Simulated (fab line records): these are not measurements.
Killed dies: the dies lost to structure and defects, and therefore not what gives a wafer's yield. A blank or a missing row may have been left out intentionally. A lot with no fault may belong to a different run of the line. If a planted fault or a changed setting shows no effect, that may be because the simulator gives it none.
Which tool was responsible? ; flow n5_finfet ; Sampling: 24 lots, 72 wafers, 4 of 1938 route steps

== WHAT EACH GAUGE READ, for each wafer ==
N5_SD_EPI_N_OVL_MEAS_10. Usual: for SD_N_BLK_OVL the level is 0.1 nm and the standard deviation is 0.81.
lot;measured;on;SD_N_BLK_OVL (nm);flag
L074;day 3 01:31;overlay-01;2.2 1.0 0.5;
L075;day 3 08:34;overlay-02;-0.7 -0.8 -0.3;
L076;day 3 14:20;overlay-01;0.9 -0.7 -0.9;
L077;day 3 18:33;overlay-01;0.2 -0.7 -0.3;
L078;day 4 01:36;overlay-02;1.1 0.6 0.5;
L079;day 4 10:23;overlay-02;-1.2 -0.5 -1.0;
L080;day 4 12:46;overlay-01;1.0 1.0 0.5;
L081;day 4 18:56;overlay-01;0.5 1.5 0.6;
L082;day 5 02:24;overlay-01;0.5 0.3 0.4;
L083;day 5 06:40;overlay-02;0.9 1.9 0.9;
L084;day 5 14:57;overlay-01;-1.2 -1.0 -1.2;
L085;day 5 18:44;overlay-01;-0.8 -0.2 -0.5;
L086;day 6 02:50;overlay-02;1.0 0.8 0.2;
L087;day 6 06:57;overlay-01;0.4 0.2 0.0;
L088;day 6 12:49;overlay-02;-0.1 -1.0 0.2;
L089;day 6 18:41;overlay-01;-0.2 0.5 0.7;
L090;day 7 02:43;overlay-02;-0.3 -0.9 -0.1;
L091;day 7 08:16;overlay-02;-1.0 -0.7 -0.1;
L092;day 7 13:04;overlay-01;0.2 0.2 1.1;
L093;day 7 21:49;overlay-01;-1.3 -1.5 -1.6;
L094;day 8 02:38;overlay-01;0.6 1.1 -0.7;
L095;day 8 10:37;overlay-01;0.1 -0.2 0.4;
L096;day 8 14:26;overlay-02;1.0 0.9 1.4;
L097;day 8 20:48;overlay-01;-0.2 -0.3 1.2;

N5_ILD0_INSPECT_06: inspects for defects (darkfield). Usual: raw_defect_count 34, standard deviation 16.
lot;measured;on;raw_defect_count;flag
L074;day 3 17:28;defect_inspect-02;35 23 29;
L075;day 4 00:40;defect_inspect-02;70 32 42;
L076;day 4 06:57;defect_inspect-02;39 40 10;
L077;day 4 09:59;defect_inspect-02;30 47 29;
L078;day 4 17:34;defect_inspect-01;60 36 45;
L079;day 5 02:38;defect_inspect-02;20 53 56;
L080;day 5 05:21;defect_inspect-02;52 58 45;
L081;day 5 12:20;defect_inspect-01;25 27 20;
L082;day 5 17:55;defect_inspect-02;20 8 17;
L083;day 5 22:55;defect_inspect-01;35 13 26;
L084;day 6 10:53;defect_inspect-01;30 35 23;
L085;day 6 11:35;defect_inspect-01;27 36 33;
L086;day 6 21:41;defect_inspect-01;19 23 22;
L087;day 7 02:33;defect_inspect-01;22 19 30;
L088;day 7 04:43;defect_inspect-02;32 40 41;
L089;day 7 11:08;defect_inspect-02;33 47 25;
L090;day 7 19:04;defect_inspect-01;25 26 29;
L091;day 7 23:46;defect_inspect-02;106 52 50;
L092;day 8 05:44;defect_inspect-02;46 24 32;
L093;day 8 13:48;defect_inspect-01;76 36 31;
L094;day 8 20:17;defect_inspect-02;28 37 25;
L095;day 9 02:26;defect_inspect-01;10 21 28;
L096;day 9 05:44;defect_inspect-01;43 24 25;
L097;day 9 16:59;defect_inspect-02;14 34 30;

== WHAT TOOL EACH LOT RAN ON (gives the tool, then ch and the chambers of the sampled wafers, and finally the start) ==
lot;N5_SPACER0_ALD_07;N5_SD_EPI_P_ETCH_36
L074;ald_sin-01 ch 1,2, day 3 00:39;rie_diel-06 ch 2,3, day 3 06:18
L075;ald_sin-02 ch 1,2,3, day 3 07:34;rie_diel-02 ch 1,3, day 3 13:14
L076;ald_sin-03 ch 0,1, day 3 13:28;rie_diel-06 ch 0,1,3, day 3 18:53
L077;ald_sin-01 ch 0,1, day 3 17:33;rie_diel-04 ch 0,1,3, day 3 23:06
L078;ald_sin-02 ch 0,2,3, day 3 23:46;rie_diel-04 ch 0,3, day 4 06:25
L079;ald_sin-01 ch 2,3, day 4 09:21;rie_diel-02 ch 1,3, day 4 14:52
L080;ald_sin-01 ch 0,1,2, day 4 11:54;rie_diel-04 ch 0,3, day 4 18:15
L081;ald_sin-01 ch 0,3, day 4 17:56;rie_diel-04 ch 0,1,2, day 5 00:40
L082;ald_sin-02 ch 1,2, day 5 01:25;rie_diel-04 ch 1,2,3, day 5 07:14
L083;ald_sin-03 ch 1,2,3, day 5 05:40;rie_diel-06 ch 1,2,3, day 5 11:49
L084;ald_sin-01 ch 0,1,3, day 5 14:05;rie_diel-06 ch 2,3, day 5 23:10
L085;ald_sin-02 ch 1,2,3, day 5 17:44;rie_diel-06 ch 0,3, day 5 23:52
L086;ald_sin-02 ch 0,1,2, day 6 01:50;rie_diel-02 ch 0,1, day 6 09:15
L087;ald_sin-03 ch 0,1,3, day 6 05:57;rie_diel-06 ch 1,2, day 6 15:20
L088;ald_sin-03 ch 2,3, day 6 11:56;rie_diel-06 ch 0,1,2, day 6 17:58
L089;ald_sin-03 ch 1,2, day 6 17:41;rie_diel-02 ch 2,3, day 6 23:18
L090;ald_sin-02 ch 0,1,3, day 7 01:50;rie_diel-06 ch 0,2,3, day 7 07:11
L091;ald_sin-02 ch 0,1,3, day 7 07:23;rie_diel-04 ch 2,3, day 7 12:47
L092;ald_sin-03 ch 0,1,3, day 7 12:05;rie_diel-04 ch 0,2,3, day 7 18:17
L093;ald_sin-01 ch 0,2,3, day 7 20:49;rie_diel-02 ch 0,1,2, day 8 03:05
L094;ald_sin-02 ch 0,1,3, day 8 01:46;rie_diel-04 ch 0,2, day 8 07:10
L095;ald_sin-02 ch 1,3, day 8 09:37;rie_diel-02 ch 0,3, day 8 15:33
L096;ald_sin-02 ch 1,2,3, day 8 13:34;rie_diel-04 ch 1,2,3, day 8 19:03
L097;ald_sin-03 ch 0,1,3, day 8 19:56;rie_diel-02 ch 1,3, day 9 04:11
- N5_SPACER0_ALD_07: deposits SiNx, target thk 2 nm.
- N5_SD_EPI_P_ETCH_36: etches SiARC in CF4, target depth 45.5 nm, time 75.8 s.

== WHAT THE TOOLS THEMSELVES READ (means of the sampled wafers that have a number; where no wafer has one, the mark that the record gives instead) ==
N5_SPACER0_ALD_07. Usual: heater_power_w 847 W, standard deviation 100.
lot;tool;heater_power_w (W);flag
L074;ald_sin-01;866;
L075;ald_sin-02;795;
L076;ald_sin-03;892;
L077;ald_sin-01;924;
L078;ald_sin-02;743;
L079;ald_sin-01;831;
L080;ald_sin-01;882;
L081;ald_sin-01;898;
L082;ald_sin-02;798;
L083;ald_sin-03;831;
L084;ald_sin-01;883;
L085;ald_sin-02;810;
L086;ald_sin-02;837;
L087;ald_sin-03;903;
L088;ald_sin-03;842;
L089;ald_sin-03;824;
L090;ald_sin-02;841;
L091;ald_sin-02;849;
L092;ald_sin-03;921;
L093;ald_sin-01;873;
L094;ald_sin-02;845;
L095;ald_sin-02;913;
L096;ald_sin-02;818;
L097;ald_sin-03;922;

N5_SD_EPI_P_ETCH_36. Usual: drypump_motor_current_A 5.5 A, standard deviation 0.39; etch_rf_on_time_s 76.2 s, standard deviation 2.3; oes_product_au 0.68 a.u., standard deviation 0.076; rf_vpp_V 184.1 V, standard deviation 1.1; showerhead_plenum_p_Torr 2.16 Torr, standard deviation 0.064; throttle_valve_pct 15.64 %, standard deviation 0.21.
lot;tool;drypump_motor_current_A (A);etch_rf_on_time_s (s);oes_product_au (a.u.);rf_vpp_V (V);showerhead_plenum_p_Torr (Torr);throttle_valve_pct (%);flag
L074;rie_diel-06;5.8;74.6;0.74;184.3;2.19;15.42;
L075;rie_diel-02;5.8;76.4;0.75;184.9;2.23;15.69;
L076;rie_diel-06;5.4;74.9;0.74;185.0;2.21;15.52;
L077;rie_diel-04;5.3;77.7;0.67;184.5;2.16;15.65;
L078;rie_diel-04;5.5;75.8;0.68;184.4;2.19;15.64;
L079;rie_diel-02;5.9;77.1;0.68;184.0;2.18;15.74;
L080;rie_diel-04;5.5;75.5;0.68;183.4;2.19;15.64;
L081;rie_diel-04;5.4;78.8;0.66;183.3;2.10;15.62;
L082;rie_diel-04;5.4;77.0;0.62;183.2;2.13;15.71;
L083;rie_diel-06;5.6;74.5;0.73;184.7;2.17;15.53;
L084;rie_diel-06;5.8;75.1;0.71;184.8;2.19;15.47;
L085;rie_diel-06;5.5;75.3;0.68;185.3;2.24;15.51;
L086;rie_diel-02;5.2;77.3;0.60;184.3;2.14;15.92;
L087;rie_diel-06;5.9;73.7;0.70;184.5;2.13;15.64;
L088;rie_diel-06;5.7;74.4;0.69;184.2;2.16;15.65;
L089;rie_diel-02;5.8;73.4;0.83;184.0;2.16;15.34;
L090;rie_diel-06;5.6;75.2;0.69;185.5;2.21;15.51;
L091;rie_diel-04;5.6;76.9;0.62;183.8;2.11;15.66;
L092;rie_diel-04;5.6;76.8;0.66;183.9;2.13;15.63;
L093;rie_diel-02;5.5;75.1;0.68;183.7;2.12;15.66;
L094;rie_diel-04;5.7;76.9;0.69;183.7;2.09;15.55;
L095;rie_diel-02;5.1;76.6;0.65;184.6;2.18;15.93;
L096;rie_diel-04;5.4;78.0;0.60;184.7;2.12;15.76;
L097;rie_diel-02;5.8;76.1;0.70;184.8;2.21;15.75;

== THE ANSWER, worked out from the rows above alone ==
Rule: a lot is off if the mean of its wafers that have a number lies more than 3 standard deviations from the usual mean. A lot without any number at a reading at which 4 lots or more have one is off too. Where the step has rows for the other lots, those lots are counted as sound. Order of review: gauges by route order, followed by the tools' own readings, for which a lot's mean as printed above is used. The first step at which some lot is off is used, and at that step the reading that is off furthest; a lot without a number counts as furthest.
Nothing can be told from this: no lot is off at any reading shown.

== WHAT WAS PUT IN BY THE SIMULATOR ==
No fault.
